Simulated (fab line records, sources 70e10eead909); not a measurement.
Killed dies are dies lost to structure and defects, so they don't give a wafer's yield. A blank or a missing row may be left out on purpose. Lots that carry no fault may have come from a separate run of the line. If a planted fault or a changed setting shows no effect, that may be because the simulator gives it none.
fab line records	flow nand-harc
[record] lots = 15	wafers = 45	last-day = 25
route steps=1159 shown P_CONTACT@238 P_M0@261
lots that met no fault: from a run of the same line without faults
start-h: the number of hours between the record's first day and the start of the first shown wafer of the lot	wait-h: time in hours since the lot's previous step	" repeats the value in the row above	L1.1+2: a single row standing in for several wafers	- no value present, or no start provided	* or withheld: withheld	< > ~ a bound
route shown NAME@n: names a module that has steps shown in the file, with the first one's number in the route	usual: mean/standard deviation of fault-free wafers	same: alike in all rows	chamber/n: place in a boat	sites: readings site by site	_std_site: the standard deviation of these	_edge_site: mean of outer sites minus mean of inner sites	radius-mm: for every site, how far away it sits from the centre of the wafer	mask NAME#n: copy n	behind: the last tool/chamber to shape the wafer	hold: what put the lot on hold/how long, in hours/how the hold closed	device: the n, p or np transistor that did not switch	end of line: tests run on the same wafers once the route is complete	a step given without rows: its recipe and nothing more	killed: at the first sort, the dies lost to defects and structure; wafer yield is something else	map: shows each die of a wafer: x if killed, . if not, _ if none is there
set.NAME: the setting the step ran with; set.NAME@STEP: the setting that earlier step ran with	model.NAME: the simulator's own value behind a step, which no gauge read
route steps across a sampled set of lots; one table per step, one row per wafer
services: when a tool's chamber went out of use (start-h, in hours from the record's first day, below 0 if earlier), for how many hours, and the reason
[[steps]]
[step NHARC_P_CONTACT_ETCH_18]
[recipe] target-depth-a = 4810	time-s = 240.5	c4f8-flow-sccm = 20	o2-flow-sccm = 10	ar-flow-sccm = withheld	rf-w = 600	bias-w = 1500	chemistry = C4F8/O2/Ar
[usual] oes-product-au = 0.964/0.013	rf-vpp-V = 978/7.1
lot.wafer	tool	chamber	start-h	wait-h	oes-product-au	rf-hours-counter-h	rf-vpp-V
L596.1	rie-diel-02	0	-	-	0.953	14	987
L596.3	"	1	"	"	0.987	15	987
L596.6	"	1	"	"	0.985	-	989
L598.2	rie-diel-04	0	-	-	0.955	1	970
L598.3	"	3	"	"	0.960	1	973
L598.5	"	0	"	"	0.950	-	969
L599.3	rie-diel-12	2	-	-	0.972	29	985
L599.2	"	3	"	"	0.972	36	984
L599.5	"	3	"	"	0.982	-	985
L597.2	rie-diel-04	0	-	-	0.953	2	968
L597.3	"	1	"	"	0.981	1	979
L597.5	"	3	"	"	0.955	-	973
L600.3	rie-diel-02	0	-	-	0.947	18	988
L600.5	"	1	"	"	0.944	-	986
L600.4	"	2	"	"	0.960	-	976
L603.2	rie-diel-12	0	-	-	0.929	46	984
L603.4	"	1	"	"	0.923	42	969
L603.6	"	3	"	"	0.928	-	984
L605.2	rie-diel-02	3	-	-	0.959	1	981
L605.1	"	0	"	"	0.978	1	988
L605.3	"	1	"	"	0.970	1	988
L608.4	rie-diel-02	0	-	-	0.964	3	987
L608.5	"	2	"	"	0.971	-	975
L608.6	"	3	"	"	0.975	-	980
L610.4	rie-diel-02	3	-	-	0.971	5	983
L610.2	"	0	"	"	0.977	5	988
L610.6	"	3	"	"	0.973	-	980
L611.3	rie-diel-04	1	-	-	0.969	7	979
L611.1	"	2	"	"	0.960	8	969
L611.4	"	1	"	"	0.959	-	979
L614.4	rie-diel-02	3	-	-	0.961	7	981
L614.2	"	2	"	"	0.961	7	976
L614.5	"	0	"	"	0.957	-	986
L615.1	rie-diel-02	2	-	-	0.970	7	975
L615.3	"	3	"	"	0.962	8	979
L615.2	"	0	"	"	0.969	7	988
L616.3	rie-diel-04	2	-	-	0.972	10	969
L616.4	"	0	"	"	0.948	9	971
L616.5	"	1	"	"	0.958	-	978
L617.4	rie-diel-02	2	-	-	0.966	8	975
L617.3	"	0	"	"	0.958	8	988
L617.6	"	2	"	"	0.960	-	975
L618.3	rie-diel-04	2	-	-	0.980	11	971
L618.6	"	0	"	"	0.938	-	968
L618.5	"	1	"	"	0.987	-	979
[step NHARC_P_M0_PEB_07]
[recipe] peb-temp-c = 100	peb-time-s = 65
[usual] heater-power-total-W = 156.5/0.4	plate-temp-C = 100.02/0.14
[same] peb-time-s = 65
lot.wafer	tool	chamber	start-h	wait-h	heater-power-total-W	plate-temp-C
L596.1	litho-track-06	0	129.18	0.1	156.1	99.79
L596.3	"	0	"	"	156.5	99.66
L596.6	"	0	"	"	156.8	99.84
L598.2	litho-track-01	0	132.65	0.1	156.6	100.15
L598.3	"	0	"	"	156.8	100.19
L598.5	"	0	"	"	156.7	100.16
L599.2	litho-track-01	0	133.72	0.1	156.0	99.91
L599.3	"	0	"	"	156.0	100.06
L599.5	"	0	"	"	155.9	100.19
L597.2	litho-track-01	0	140.20	0.1	156.8	100.10
L597.3	"	0	"	"	156.4	100.07
L597.5	"	0	"	"	156.4	99.98
L600.3	litho-track-06	0	146.23	0.0	156.3	100.18
L600.4	"	0	"	"	156.3	100.13
L600.5	"	0	"	"	157.2	100.16
L603.2	litho-track-01	0	166.72	0.1	149.7	96.91
L603.4	"	0	"	"	148.5	96.70
L603.6	"	0	"	"	149.3	96.42
L605.1	litho-track-01	0	172.86	0.1	149.4	96.38
L605.2	"	0	"	"	148.6	96.50
L605.3	"	0	"	"	148.8	96.59
L608.4	litho-track-01	0	198.05	0.0	148.6	96.51
L608.5	"	0	"	"	148.7	96.68
L608.6	"	0	"	"	149.1	96.51
L610.2	litho-track-06	0	214.10	0.1	157.2	100.08
L610.4	"	0	"	"	156.1	100.24
L610.6	"	0	"	"	156.7	100.10
L611.1	litho-track-06	0	215.31	0.1	157.1	100.00
L611.3	"	0	"	"	156.6	100.00
L611.4	"	0	"	"	156.0	99.87
L614.2	litho-track-04	0	230.82	0.1	156.3	99.92
L614.4	"	0	"	"	155.9	99.92
L614.5	"	0	"	"	156.1	100.19
L615.1	litho-track-06	0	232.87	0.1	156.5	100.02
L615.2	"	0	"	"	156.6	99.93
L615.3	"	0	"	"	156.6	100.08
L616.3	litho-track-06	0	240.44	0.0	156.7	99.92
L616.4	"	0	"	"	156.5	99.95
L616.5	"	0	"	"	157.1	99.96
L617.3	litho-track-04	0	240.59	0.0	157.1	99.92
L617.4	"	0	"	"	157.0	100.08
L617.6	"	0	"	"	156.1	99.92
L618.3	litho-track-04	0	256.83	0.0	156.1	100.23
L618.5	"	0	"	"	156.7	100.10
L618.6	"	0	"	"	156.8	100.01
[step NHARC_P_M0_DESCUM_14]
[recipe] time-s = 3	o2-flow-sccm = 200	ar-flow-sccm = 0	bias-power-w = 0	chemistry = O2
[usual] drypump-motor-current-A = 5.8/0.53	oes-product-au = 1.003/0.011	rf-vpp-V = 57.7/0.84	showerhead-plenum-p-Torr = 1.92/0.081	throttle-valve-pct = 11.311/0.0095
lot.wafer	tool	chamber	start-h	wait-h	drypump-motor-current-A	oes-product-au	rf-hours-counter-h	rf-vpp-V	showerhead-plenum-p-Torr	throttle-valve-pct
L596.1	rie-diel-03	3	129.46	0.1	6.3	0.981	7.2	59.6	2.03	11.297
L596.3	"	0	"	"	5.3	1.007	6.8	59.5	1.91	11.301
L596.6	"	1	"	"	4.9	0.990	-	58.1	1.94	11.315
L598.2	rie-diel-01	0	132.91	0.1	5.8	1.014	10.7	57.7	1.86	11.308
L598.3	"	3	"	"	5.9	1.014	11.6	57.7	2.04	11.302
L598.5	"	0	"	"	5.9	1.018	-	57.8	1.86	11.324
L599.3	rie-diel-13	2	133.99	0.1	5.7	1.012	2.0	57.1	2.02	11.303
L599.2	"	1	"	"	5.6	1.009	1.6	58.1	1.91	11.303
L599.5	"	2	"	"	5.8	1.018	-	59.5	2.02	11.321
L597.3	rie-diel-03	2	140.48	0.1	6.6	0.990	8.0	56.7	1.79	11.307
L597.2	"	0	"	"	5.3	1.010	7.7	57.5	1.91	11.321
L597.5	"	3	"	"	6.3	0.990	-	57.7	2.03	11.319
L600.4	rie-diel-13	1	146.52	0.1	5.5	0.998	2.4	57.6	1.91	11.318
L600.3	"	3	"	"	6.6	1.010	2.9	58.7	1.91	11.309
L600.5	"	1	"	"	5.5	1.001	-	56.7	1.91	11.309
L603.2	rie-diel-13	0	167.01	0.1	5.5	1.006	3.9	56.6	1.92	11.299
L603.4	"	1	"	"	5.6	1.005	3.6	58.0	1.90	11.327
L603.6	"	3	"	"	6.6	1.010	-	57.6	1.91	11.320
L605.2	rie-diel-01	2	173.15	0.1	5.2	0.986	1.7	56.2	1.79	11.315
L605.1	"	3	"	"	5.9	1.010	1.7	57.7	2.04	11.317
L605.3	"	0	"	"	5.8	0.992	1.6	56.4	1.86	11.312
L608.4	rie-diel-01	0	198.33	0.1	5.8	0.997	3.0	58.0	1.86	11.321
L608.6	"	0	"	"	5.8	1.000	-	59.0	1.86	11.299
L608.5	"	1	"	"	6.6	1.016	-	56.3	1.94	11.335
L610.4	rie-diel-13	3	214.36	0.1	6.6	1.017	6.6	57.8	1.91	11.318
L610.2	"	2	"	"	5.7	1.023	6.3	57.5	2.02	11.308
L610.6	"	3	"	"	6.6	1.033	-	58.2	1.91	11.291
L611.4	rie-diel-01	1	215.57	0.1	6.5	1.012	3.5	58.9	1.94	11.317
L611.1	"	2	"	"	5.2	0.998	3.5	56.6	1.79	11.312
L611.3	"	0	"	"	5.9	0.993	3.7	56.3	1.86	11.302
L614.4	rie-diel-01	2	231.10	0.1	5.2	0.990	3.8	57.8	1.79	11.320
L614.2	"	1	"	"	6.5	1.014	3.8	57.2	1.94	11.307
L614.5	"	2	"	"	5.2	0.991	-	57.3	1.79	11.308
L615.1	rie-diel-01	2	233.13	0.1	5.2	0.985	4.0	56.2	1.79	11.303
L615.2	"	0	"	"	5.9	0.996	4.2	57.6	1.86	11.328
L615.3	"	1	"	"	6.5	1.008	3.9	56.3	1.94	11.299
L616.3	rie-diel-13	3	240.71	0.1	6.6	1.016	8.0	58.6	1.91	11.311
L616.4	"	0	"	"	5.5	1.002	7.7	58.4	1.92	11.337
L616.5	"	3	"	"	6.6	1.017	-	57.4	1.91	11.316
L617.4	rie-diel-03	0	240.87	0.1	5.3	1.012	0.9	56.5	1.91	11.311
L617.3	"	1	"	"	4.9	0.989	0.9	57.5	1.94	11.315
L617.6	"	2	"	"	6.6	1.002	-	57.7	1.79	11.308
L618.3	rie-diel-03	0	257.10	0.1	5.3	1.012	2.6	56.8	1.91	11.304
L618.6	"	3	"	"	6.3	0.997	-	58.1	2.03	11.302
L618.5	"	0	"	"	5.3	1.018	-	57.3	1.91	11.312
[step NHARC_P_M0_STRIP_18]
[recipe] power-w = 1000	n2-flow-sccm = 150	h2-flow-sccm = 150	ar-flow-sccm = 0	bias-w = 0	chemistry = N2/H2
[usual] drypump-motor-current-A = 5.8/0.51	oes-product-au = 1.004/0.011	rf-vpp-V = 90.7/0.82	showerhead-plenum-p-Torr = 2.06/0.077	throttle-valve-pct = 14.171/0.0087
lot.wafer	tool	chamber	start-h	wait-h	drypump-motor-current-A	oes-product-au	rf-hours-counter-h	rf-vpp-V	showerhead-plenum-p-Torr	throttle-valve-pct
L596.3	rie-diel-03	2	129.82	0.1	6.6	1.011	6.9	89.2	1.90	14.172
L596.1	"	3	"	"	6.3	0.998	7.3	89.9	2.17	14.168
L596.6	"	2	"	"	6.6	1.005	-	88.4	1.90	14.173
L598.3	rie-diel-13	2	133.28	0.1	5.7	1.013	2.0	92.7	2.16	14.168
L598.2	"	1	"	"	5.5	0.998	1.6	90.4	2.03	14.163
L598.5	"	3	"	"	6.6	1.013	-	91.4	2.04	14.174
L599.3	rie-diel-03	1	134.41	0.1	5.0	0.978	7.3	91.5	2.07	14.169
L599.2	"	2	"	"	6.6	0.997	7.7	91.5	1.90	14.162
L599.5	"	0	"	"	5.3	1.002	-	90.5	2.04	14.184
L597.3	rie-diel-03	2	140.90	0.1	6.6	0.999	8.1	90.1	1.90	14.176
L597.2	"	3	"	"	6.4	0.984	8.5	91.6	2.17	14.164
L597.5	"	0	"	"	5.3	1.010	-	92.4	2.04	14.164
L600.3	rie-diel-13	3	146.94	0.1	6.6	1.015	2.9	92.3	2.04	14.190
L600.4	"	0	"	"	5.5	1.003	2.5	89.7	2.05	14.168
L600.5	"	1	"	"	5.6	1.002	-	89.5	2.03	14.168
L603.2	rie-diel-13	3	167.40	0.1	6.6	1.020	4.3	90.4	2.04	14.176
L603.4	"	0	"	"	5.5	1.002	4.0	90.6	2.05	14.174
L603.6	"	2	"	"	5.7	1.007	-	91.2	2.16	14.176
L605.2	rie-diel-13	0	173.55	0.1	5.5	0.996	4.7	91.3	2.05	14.171
L605.1	"	1	"	"	5.6	1.002	4.2	91.4	2.03	14.174
L605.3	"	2	"	"	5.7	1.008	4.5	90.4	2.16	14.190
L608.4	rie-diel-13	3	198.78	0.1	6.6	1.011	6.0	90.8	2.04	14.163
L608.5	"	0	"	"	5.5	1.003	-	90.3	2.05	14.156
L608.6	"	1	"	"	5.6	1.002	-	91.0	2.03	14.159
L610.2	rie-diel-13	1	214.74	0.1	5.6	1.006	5.9	90.6	2.03	14.167
L610.4	"	2	"	"	5.8	1.002	6.4	90.7	2.16	14.182
L610.6	"	1	"	"	5.6	1.001	-	89.0	2.03	14.174
L611.3	rie-diel-13	0	215.95	0.1	5.6	0.987	6.3	91.8	2.05	14.190
L611.1	"	2	"	"	5.8	1.013	6.5	92.0	2.16	14.180
L611.4	"	3	"	"	6.6	1.023	6.7	90.2	2.04	14.176
L614.4	rie-diel-01	1	231.53	0.1	6.5	1.002	3.9	89.6	2.06	14.166
L614.2	"	2	"	"	5.2	0.986	3.9	89.8	1.90	14.181
L614.5	"	0	"	"	5.9	0.988	-	90.7	1.98	14.172
L615.2	rie-diel-03	1	233.53	0.1	5.0	0.981	0.6	90.6	2.07	14.178
L615.3	"	2	"	"	6.6	1.000	1.0	89.7	1.90	14.164
L615.1	"	3	"	"	6.3	0.997	1.0	92.0	2.16	14.178
L616.4	rie-diel-01	1	241.13	0.1	6.6	1.015	4.5	90.8	2.06	14.161
L616.3	"	2	"	"	5.2	0.997	4.8	90.1	1.90	14.175
L616.5	"	3	"	"	5.9	1.013	-	89.6	2.17	14.181
L617.3	rie-diel-13	0	241.23	0.1	5.5	1.006	7.8	92.5	2.05	14.174
L617.4	"	3	"	"	6.6	1.020	8.1	90.1	2.04	14.172
L617.6	"	0	"	"	5.5	1.022	-	90.4	2.05	14.173
L618.3	rie-diel-13	0	257.46	0.1	5.5	0.995	9.4	89.6	2.05	14.179
L618.6	"	0	"	"	5.5	1.011	-	90.6	2.05	14.168
L618.5	"	1	"	"	5.6	0.997	-	90.3	2.03	14.179
[[services]]
tool	chamber	start-h	hours	kind
rie-diel-03	3	90.83	2.5	repair
litho-track-01	-	93.00	7.0	pm
rie-diel-13	-	99.00	9.0	pm
rie-diel-13	0	99.00	9.0	vent-cycle
rie-diel-13	1	99.00	9.0	vent-cycle
rie-diel-13	2	99.00	9.0	vent-cycle
rie-diel-13	3	99.00	9.0	vent-cycle
rie-diel-13	0	108.00	-	clean
rie-diel-13	1	108.00	-	clean
rie-diel-13	2	108.00	-	clean
rie-diel-04	-	111.90	9.0	pm
litho-track-06	-	117.00	7.0	pm
rie-diel-02	3	137.39	12.3	repair
rie-diel-01	-	138.14	9.0	pm
litho-track-04	-	141.00	7.0	pm
rie-diel-02	-	150.70	9.0	pm
rie-diel-12	-	150.90	1.2	repair
rie-diel-03	-	166.84	3.1	repair
rie-diel-03	-	193.39	0.6	repair
rie-diel-12	-	202.62	9.0	pm
rie-diel-04	0	205.54	2.6	repair
rie-diel-03	-	215.39	9.0	pm
rie-diel-13	2	220.22	3.1	repair
rie-diel-12	-	237.91	0.1	repair
[[key]]
[first-sign] step = NHARC_P_M0_PEB_07	reading = plate-temp-C	direction = down	sigmas = 25	usual = *	struck = *
[effect] step = NHARC_P_M0_PEB_07	reading = heater-power-total-W	direction = down	sigmas = 19	usual = *	struck = *
met-at NHARC_P_M0_PEB_07
struck-lots L603,L605,L608
sort-left-out L603.2,L603.4,L603.6,L605.1,L605.2,L605.3,L608.4,L608.5,L608.6
[loop-trim] step = NHARC_P_M0_EXPOSE_06	setting = dose	lots = L605
not-acting-at NHARC_P_CONTACT_ETCH_18,NHARC_P_M0_DESCUM_14,NHARC_P_M0_STRIP_18
onset-between 140.20 166.72
[fault] kind = process-parameter-drift	tool = litho-track-01	chamber = -	onset-h = 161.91	steps = NHARC_P_M0_PEB_07	channel = peb-temp-c	offset = *	shape = step	end-h = 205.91	acts-in = *	stated = *
// sort-left-out: the simulated sort isn't trusted on such a fault, so these wafers' sort isn't shown, and their yield isn't known
// loop-trim: a control loop set the setting to another value than it would have without faults
